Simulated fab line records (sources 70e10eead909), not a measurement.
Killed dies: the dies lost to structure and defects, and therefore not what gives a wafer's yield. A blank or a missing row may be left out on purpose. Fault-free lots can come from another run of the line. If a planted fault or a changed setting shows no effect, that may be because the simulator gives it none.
Which of the tools did it?    flow nandHarc    22 lots with 66 wafers sampled at 6 steps, on a route of 1159 steps

## WHAT THE GAUGES READ, wafer by wafer
Not one reading of a measure or inspect step in the record can be checked against a usual standard deviation.

## WHAT TOOL EACH LOT RAN ON (gives the tool, then ch and the chambers of the sampled wafers, and finally the start)
lot   NHARC_A_STAIRCASE_TRIM_26                     NHARC_A_STAIRCASE_TRIM_187         NHARC_A_STAIRCASE_ETCH_188     NHARC_A_STAIRCASE_TRIM_198     NHARC_A_STAIRCASE_TRIM_226     NHARC_A_STAIRCASE_TRIM_231
L074  rieDiel-13 ch 0,1,2, day 10 20:06 or earlier  rieDiel-13 ch 0,1, day 10 20:06    rieDiel-13 ch 0,1,2, no start  rieDiel-05 ch 0,2,3, no start  rieDiel-05 ch 0,1, no start    rieDiel-05 ch 0,1,3, no start
L076  rieDiel-13 ch 0,1,2, day 11 11:46 or earlier  rieDiel-13 ch 0,1, day 11 11:46    rieDiel-13 ch 2,3, no start    rieDiel-13 ch 1,2, no start    rieDiel-07 ch 0,1,3, no start  rieDiel-13 ch 0,1,2, no start
L078  rieDiel-07 ch 0,1, day 11 15:15 or earlier    rieDiel-13 ch 1,2, day 11 15:15    rieDiel-13 ch 1,2, no start    rieDiel-07 ch 0,1,2, no start  rieDiel-07 ch 0,3, no start    rieDiel-07 ch 0,1,3, no start
L077  rieDiel-13 ch 1,2, day 11 19:17 or earlier    rieDiel-13 ch 0,1,2, day 11 19:17  rieDiel-13 ch 1,2,3, no start  rieDiel-07 ch 1,2,3, no start  rieDiel-07 ch 1,3, no start    rieDiel-13 ch 0,1,2, no start
L075  rieDiel-07 ch 1,2, day 11 20:20 or earlier    rieDiel-13 ch 0,2, day 11 20:20    rieDiel-13 ch 0,1,2, no start  rieDiel-13 ch 1,2,3, no start  rieDiel-13 ch 2,3, no start    rieDiel-07 ch 0,2,3, no start
L082  rieDiel-13 ch 1,2, day 13 01:49 or earlier    rieDiel-13 ch 0,1,2, day 13 01:49  rieDiel-13 ch 1,2,3, no start  rieDiel-13 ch 0,2,3, no start  rieDiel-13 ch 0,3, no start    rieDiel-13 ch 2,3, no start
L084  rieDiel-13 ch 0,1,3, day 13 02:06 or earlier  rieDiel-13 ch 0,2,3, day 13 02:06  rieDiel-13 ch 1,3, no start    rieDiel-05 ch 0,1,3, no start  rieDiel-07 ch 0,2, no start    rieDiel-05 ch 1,3, no start
L081  rieDiel-05 ch 1,3, day 13 04:54 or earlier    rieDiel-13 ch 0,3, day 13 04:54    rieDiel-13 ch 1,3, no start    rieDiel-05 ch 0,1,2, no start  rieDiel-13 ch 0,1,3, no start  rieDiel-13 ch 1,2, no start
L080  rieDiel-13 ch 1,3, day 13 05:33 or earlier    rieDiel-05 ch 1,2, day 13 05:33    rieDiel-05 ch 0,1, no start    rieDiel-07 ch 0,2,3, no start  rieDiel-13 ch 1,2, no start    rieDiel-13 ch 0,1,2, no start
L083  rieDiel-05 ch 0,1,2, day 13 13:13 or earlier  rieDiel-07 ch 0,2,3, day 13 13:13  rieDiel-07 ch 0,2, no start    rieDiel-05 ch 1,2, no start    rieDiel-07 ch 1,2,3, no start  rieDiel-07 ch 0,1,2, no start
L086  rieDiel-07 ch 0,1,3, day 14 06:26 or earlier  rieDiel-07 ch 0,1,3, day 14 06:26  rieDiel-07 ch 0,1, no start    rieDiel-07 ch 1,3, no start    rieDiel-05 ch 0,1,2, no start  rieDiel-05 ch 0,2, no start
L088  rieDiel-07 ch 0,2,3, day 14 12:57 or earlier  rieDiel-07 ch 1,3, day 14 12:57    rieDiel-07 ch 2,3, no start    rieDiel-13 ch 2,3, no start    rieDiel-05 ch 1,2, no start    rieDiel-13 ch 0,1,3, no start
L085  rieDiel-13 ch 1,2,3, day 14 13:11 or earlier  rieDiel-07 ch 1,2,3, day 14 13:11  rieDiel-07 ch 0,1,3, no start  rieDiel-05 ch 0,1,2, no start  rieDiel-07 ch 0,2,3, no start  rieDiel-07 ch 0,2,3, no start
L089  rieDiel-13 ch 0,3, day 14 21:32 or earlier    rieDiel-05 ch 0,3, day 14 21:32    rieDiel-05 ch 0,1,3, no start  rieDiel-07 ch 2,3, no start    rieDiel-13 ch 0,1,2, no start  rieDiel-07 ch 0,2,3, no start
L091  rieDiel-05 ch 0,1,2, day 14 22:08 or earlier  rieDiel-05 ch 0,1,2, day 14 22:08  rieDiel-05 ch 1,2, no start    rieDiel-05 ch 0,1,2, no start  rieDiel-13 ch 0,1, no start    rieDiel-13 ch 1,2, no start
L090  rieDiel-05 ch 1,2,3, day 14 22:22 or earlier  rieDiel-07 ch 0,1,3, day 14 22:22  rieDiel-07 ch 0,2,3, no start  rieDiel-13 ch 0,1,2, no start  rieDiel-05 ch 1,2, no start    rieDiel-05 ch 1,2,3, no start
L092  rieDiel-07 ch 1,2,3, day 15 10:31 or earlier  rieDiel-07 ch 1,2,3, day 15 10:31  rieDiel-07 ch 1,2,3, no start  rieDiel-13 ch 1,3, no start    rieDiel-07 ch 0,3, no start    rieDiel-07 ch 0,3, no start
L093  rieDiel-13 ch 0,2,3, day 15 12:08 or earlier  rieDiel-07 ch 0,2,3, day 15 12:08  rieDiel-07 ch 0,1,3, no start  rieDiel-05 ch 0,1,3, no start  rieDiel-13 ch 0,1,3, no start  rieDiel-05 ch 1,2,3, no start
L095  rieDiel-13 ch 2,3, day 15 22:40 or earlier    rieDiel-07 ch 0,1, day 15 22:40    rieDiel-07 ch 0,1,3, no start  rieDiel-13 ch 0,1,2, no start  rieDiel-07 ch 0,3, no start    rieDiel-07 ch 1,3, no start
L094  rieDiel-07 ch 1,2, day 15 22:43 or earlier    rieDiel-05 ch 0,1,2, day 15 22:43  rieDiel-05 ch 1,2, no start    rieDiel-13 ch 1,2, no start    rieDiel-13 ch 1,2,3, no start  rieDiel-13 ch 0,1, no start
L096  rieDiel-05 ch 0,1,3, day 16 19:07 or earlier  rieDiel-13 ch 0,1, day 16 19:07    rieDiel-13 ch 2,3, no start    rieDiel-13 ch 0,1,2, no start  rieDiel-07 ch 0,1,3, no start  rieDiel-07 ch 1,2, no start
L097  rieDiel-05 ch 1,2, day 16 19:54 or earlier    rieDiel-05 ch 1,2, day 16 19:54    rieDiel-05 ch 0,1,2, no start  rieDiel-05 ch 0,2, no start    rieDiel-13 ch 0,2, no start    rieDiel-13 ch 0,2,3, no start
- NHARC_A_STAIRCASE_TRIM_26: chemistry O2, time 211.2 s.
- NHARC_A_STAIRCASE_TRIM_187: chemistry O2, time 211.2 s.
- NHARC_A_STAIRCASE_ETCH_188: etches the open film in C4F8/O2, target depth 100 nm, time 40.5 s.
- NHARC_A_STAIRCASE_TRIM_198: chemistry O2, time 211.2 s.
- NHARC_A_STAIRCASE_TRIM_226: chemistry O2, time 211.2 s.
- NHARC_A_STAIRCASE_TRIM_231: chemistry O2, time 211.2 s.

## WHAT THE TOOLS THEMSELVES READ (means of the sampled wafers that have a number; where no wafer has one, the mark that the record gives instead)
NHARC_A_STAIRCASE_TRIM_26. Usual: drypumpMotorCurrentA 5.8 A, standard deviation 0.56; oesProductAu 0.996 a.u., standard deviation 0.0097; rfVppV 57.8 V, standard deviation 0.82; showerheadPlenumPTorr 3.58 Torr, standard deviation 0.17; throttleValvePct 17.037 %, standard deviation 0.0094.
lot   tool        drypumpMotorCurrentA (A)  oesProductAu (a.u.)  rfVppV (V)  showerheadPlenumPTorr (Torr)  throttleValvePct (%)  flag
L074  rieDiel-13  6.1                       0.997                57.8        3.46                          17.045                
L076  rieDiel-13  6.0                       1.003                57.5        3.46                          17.040                
L078  rieDiel-07  5.0                       0.988                57.9        3.74                          17.032                
L077  rieDiel-13  5.9                       1.009                57.3        3.49                          17.038                
L075  rieDiel-07  5.5                       0.994                58.1        3.56                          17.040                
L082  rieDiel-13  5.9                       0.989                57.4        3.62                          17.028                
L084  rieDiel-13  5.8                       0.993                57.5        3.54                          17.042                
L081  rieDiel-05  6.0                       0.994                57.8        3.56                          17.032                
L080  rieDiel-13  5.5                       0.997                57.5        3.43                          17.027                
L083  rieDiel-05  5.9                       0.996                57.2        3.62                          17.045                
L086  rieDiel-07  5.1                       0.991                57.8        3.65                          17.043                
L088  rieDiel-07  5.6                       1.005                58.5        3.61                          17.030                
L085  rieDiel-13  5.7                       0.999                57.2        3.52                          17.035                
L089  rieDiel-13  5.6                       0.994                58.2        3.58                          17.036                
L091  rieDiel-05  5.9                       0.999                58.6        3.61                          17.044                
L090  rieDiel-05  6.0                       0.997                58.1        3.60                          17.043                
L092  rieDiel-07  5.5                       0.998                57.8        3.53                          17.040                
L093  rieDiel-13  5.8                       0.992                57.8        3.67                          17.024                
L095  rieDiel-13  5.6                       0.995                58.0        3.66                          17.042                
L094  rieDiel-07  6.0                       1.004                57.8        3.51                          17.036                
L096  rieDiel-05  6.0                       0.992                57.3        3.56                          17.035                
L097  rieDiel-05  5.6                       0.993                58.0        3.71                          17.044                

NHARC_A_STAIRCASE_TRIM_187. Usual: drypumpMotorCurrentA 5.8 A, standard deviation 0.57; oesProductAu 0.997 a.u., standard deviation 0.011; rfVppV 57.9 V, standard deviation 0.87; showerheadPlenumPTorr 3.55 Torr, standard deviation 0.17; throttleValvePct 17.037 %, standard deviation 0.0089.
lot   tool        drypumpMotorCurrentA (A)  oesProductAu (a.u.)  rfVppV (V)  showerheadPlenumPTorr (Torr)  throttleValvePct (%)  flag
L074  rieDiel-13  6.1                       1.011                57.5        3.31                          17.036                
L076  rieDiel-13  6.0                       1.002                57.3        3.31                          17.039                
L078  rieDiel-13  5.9                       1.014                57.0        3.49                          17.033                
L077  rieDiel-13  6.0                       0.998                57.4        3.46                          17.033                
L075  rieDiel-13  6.1                       0.995                57.9        3.43                          17.037                
L082  rieDiel-13  6.0                       0.995                57.9        3.64                          17.039                
L084  rieDiel-13  5.8                       0.986                58.4        3.69                          17.033                
L081  rieDiel-13  5.9                       0.993                59.4        3.70                          17.030                
L080  rieDiel-05  5.6                       0.998                58.3        3.72                          17.043                
L083  rieDiel-07  5.6                       0.999                57.8        3.61                          17.038                
L086  rieDiel-07  5.0                       0.994                58.6        3.65                          17.046                
L088  rieDiel-07  5.0                       0.992                57.9        3.58                          17.040                
L085  rieDiel-07  5.5                       0.994                57.5        3.54                          17.036                
L089  rieDiel-05  6.3                       0.994                57.5        3.46                          17.040                
L091  rieDiel-05  5.9                       0.999                58.7        3.61                          17.039                
L090  rieDiel-07  5.0                       0.994                58.6        3.64                          17.042                
L092  rieDiel-07  5.6                       0.993                58.3        3.53                          17.036                
L093  rieDiel-07  5.6                       0.987                57.8        3.60                          17.031                
L095  rieDiel-07  5.0                       0.990                58.7        3.71                          17.040                
L094  rieDiel-05  6.0                       0.996                57.7        3.61                          17.040                
L096  rieDiel-13  6.2                       0.983                58.3        3.63                          17.032                
L097  rieDiel-05  5.6                       0.991                58.3        3.71                          17.043                

NHARC_A_STAIRCASE_ETCH_188. Usual: oesProductAu 0.937 a.u., standard deviation 0.015; rfVppV 897 V, standard deviation 5.9.
lot   tool        oesProductAu (a.u.)  rfVppV (V)  flag
L074  rieDiel-13  0.929                893         
L076  rieDiel-13  0.941                901         
L078  rieDiel-13  0.943                900         
L077  rieDiel-13  0.948                896         
L075  rieDiel-13  0.929                893         
L082  rieDiel-13  0.925                896         
L084  rieDiel-13  0.927                890         
L081  rieDiel-13  0.949                892         
L080  rieDiel-05  0.939                897         
L083  rieDiel-07  0.956                898         
L086  rieDiel-07  0.928                902         
L088  rieDiel-07  0.951                895         
L085  rieDiel-07  0.911                900         
L089  rieDiel-05  0.931                897         
L091  rieDiel-05  0.943                900         
L090  rieDiel-07  0.938                899         
L092  rieDiel-07  0.924                896         
L093  rieDiel-07  0.921                899         
L095  rieDiel-07  0.921                899         
L094  rieDiel-05  0.947                901         
L096  rieDiel-13  0.956                896         
L097  rieDiel-05  0.940                898         

NHARC_A_STAIRCASE_TRIM_198. Usual: drypumpMotorCurrentA 5.8 A, standard deviation 0.55; oesProductAu 0.996 a.u., standard deviation 0.01; rfVppV 58.0 V, standard deviation 0.92; showerheadPlenumPTorr 3.58 Torr, standard deviation 0.16; throttleValvePct 17.035 %, standard deviation 0.0093.
lot   tool        drypumpMotorCurrentA (A)  oesProductAu (a.u.)  rfVppV (V)  showerheadPlenumPTorr (Torr)  throttleValvePct (%)  flag
L074  rieDiel-05  6.3                       0.999                57.9        3.52                          17.035                
L076  rieDiel-13  5.8                       1.003                58.0        3.63                          17.027                
L078  rieDiel-07  5.5                       0.999                58.0        3.63                          17.037                
L077  rieDiel-07  5.5                       0.998                57.8        3.55                          17.033                
L075  rieDiel-13  5.6                       0.997                58.5        3.53                          17.029                
L082  rieDiel-13  5.8                       0.983                59.0        3.69                          17.050                
L084  rieDiel-05  6.0                       0.996                58.4        3.57                          17.033                
L081  rieDiel-05  6.0                       0.995                57.7        3.62                          17.048                
L080  rieDiel-07  5.6                       1.003                58.2        3.61                          17.039                
L083  rieDiel-05  6.0                       1.000                58.7        3.66                          17.033                
L086  rieDiel-07  5.0                       0.989                58.4        3.58                          17.032                
L088  rieDiel-13  5.4                       0.991                57.6        3.57                          17.024                
L085  rieDiel-05  5.9                       0.997                57.9        3.61                          17.037                
L089  rieDiel-07  6.1                       1.004                58.1        3.50                          17.048                
L091  rieDiel-05  6.0                       0.995                58.1        3.61                          17.033                
L090  rieDiel-13  6.0                       0.994                58.1        3.63                          17.036                
L092  rieDiel-13  5.7                       1.006                57.3        3.37                          17.031                
L093  rieDiel-05  6.0                       0.988                57.6        3.56                          17.031                
L095  rieDiel-13  6.0                       0.990                57.5        3.62                          17.038                
L094  rieDiel-13  5.9                       0.993                58.2        3.61                          17.038                
L096  rieDiel-13  6.1                       0.995                57.0        3.62                          17.032                
L097  rieDiel-05  6.3                       0.998                57.9        3.50                          17.040                

NHARC_A_STAIRCASE_TRIM_226. Usual: drypumpMotorCurrentA 5.7 A, standard deviation 0.58; oesProductAu 0.998 a.u., standard deviation 0.011; rfVppV 58.0 V, standard deviation 0.94; showerheadPlenumPTorr 3.59 Torr, standard deviation 0.16; throttleValvePct 17.037 %, standard deviation 0.0086.
lot   tool        drypumpMotorCurrentA (A)  oesProductAu (a.u.)  rfVppV (V)  showerheadPlenumPTorr (Torr)  throttleValvePct (%)  flag
L074  rieDiel-05  5.9                       0.998                58.0        3.59                          17.042                
L076  rieDiel-07  5.0                       0.990                57.8        3.66                          17.034                
L078  rieDiel-07  5.1                       0.993                58.4        3.72                          17.030                
L077  rieDiel-07  5.0                       1.001                57.7        3.58                          17.043                
L075  rieDiel-13  5.6                       0.993                58.4        3.67                          17.033                
L082  rieDiel-13  5.9                       0.989                59.1        3.69                          17.041                
L084  rieDiel-07  5.5                       0.999                57.7        3.69                          17.037                
L081  rieDiel-13  5.8                       1.000                57.6        3.54                          17.038                
L080  rieDiel-13  6.0                       1.003                58.2        3.48                          17.032                
L083  rieDiel-07  5.5                       1.004                57.6        3.54                          17.031                
L086  rieDiel-05  6.0                       0.998                58.3        3.61                          17.022                
L088  rieDiel-05  6.0                       1.009                57.4        3.66                          17.033                
L085  rieDiel-07  5.6                       0.987                57.6        3.60                          17.043                
L089  rieDiel-13  6.0                       0.989                58.3        3.63                          17.031                
L091  rieDiel-13  6.1                       1.002                57.8        3.48                          17.033                
L090  rieDiel-05  5.6                       0.997                58.0        3.71                          17.036                
L092  rieDiel-07  5.1                       0.992                58.5        3.63                          17.038                
L093  rieDiel-13  5.8                       1.005                57.0        3.53                          17.034                
L095  rieDiel-07  5.1                       0.995                57.5        3.70                          17.043                
L094  rieDiel-13  5.6                       0.996                57.7        3.51                          17.039                
L096  rieDiel-07  5.1                       0.995                59.2        3.63                          17.042                
L097  rieDiel-13  6.1                       0.986                58.6        3.78                          17.034                

NHARC_A_STAIRCASE_TRIM_231. Usual: drypumpMotorCurrentA 5.7 A, standard deviation 0.56; oesProductAu 0.997 a.u., standard deviation 0.0095; rfVppV 57.9 V, standard deviation 0.92; showerheadPlenumPTorr 3.58 Torr, standard deviation 0.16; throttleValvePct 17.036 %, standard deviation 0.0086.
lot   tool        drypumpMotorCurrentA (A)  oesProductAu (a.u.)  rfVppV (V)  showerheadPlenumPTorr (Torr)  throttleValvePct (%)  flag
L074  rieDiel-05  6.0                       0.997                58.7        3.58                          17.042                
L076  rieDiel-13  6.0                       1.007                57.5        3.46                          17.042                
L078  rieDiel-07  5.0                       0.993                57.9        3.66                          17.039                
L077  rieDiel-13  6.0                       0.998                57.4        3.45                          17.040                
L075  rieDiel-07  5.6                       0.994                57.9        3.62                          17.034                
L082  rieDiel-13  5.4                       0.995                59.1        3.58                          17.037                
L084  rieDiel-05  6.0                       0.992                57.6        3.56                          17.037                
L081  rieDiel-13  5.9                       1.007                58.3        3.62                          17.047                
L080  rieDiel-13  6.0                       0.997                57.6        3.63                          17.035                
L083  rieDiel-07  5.5                       0.998                57.8        3.62                          17.045                
L086  rieDiel-05  6.3                       0.995                57.7        3.51                          17.034                
L088  rieDiel-13  5.8                       0.998                58.2        3.53                          17.031                
L085  rieDiel-07  5.6                       0.999                58.0        3.60                          17.031                
L089  rieDiel-07  5.6                       0.997                57.4        3.60                          17.034                
L091  rieDiel-13  5.9                       0.999                57.8        3.61                          17.039                
L090  rieDiel-05  6.0                       0.994                57.8        3.60                          17.023                
L092  rieDiel-07  5.1                       0.994                57.6        3.63                          17.038                
L093  rieDiel-05  6.0                       0.994                58.3        3.60                          17.053                
L095  rieDiel-07  5.0                       0.993                58.2        3.57                          17.048                
L094  rieDiel-13  6.1                       0.988                59.0        3.48                          17.042                
L096  rieDiel-07  6.0                       1.001                57.8        3.50                          17.032                
L097  rieDiel-13  5.8                       0.992                57.7        3.67                          17.032                

## THE ANSWER, worked out from the rows above alone
Rule: a lot is off if the mean of its wafers that have a number lies more than 3 standard deviations from the usual mean. A lot without any number at a reading at which 4 lots or more have one is off too. Any other lot the step has rows for is counted as sound. Order of review: gauges by route order, followed by the tools' own readings, for which a lot's mean as printed above is used. The first step at which some lot is off is used, and at that step the reading that is off furthest; a lot without a number counts as furthest.
No lot is off on any of the readings shown, so nothing can be concluded from this.

## WHAT THE SIMULATOR PUT IN
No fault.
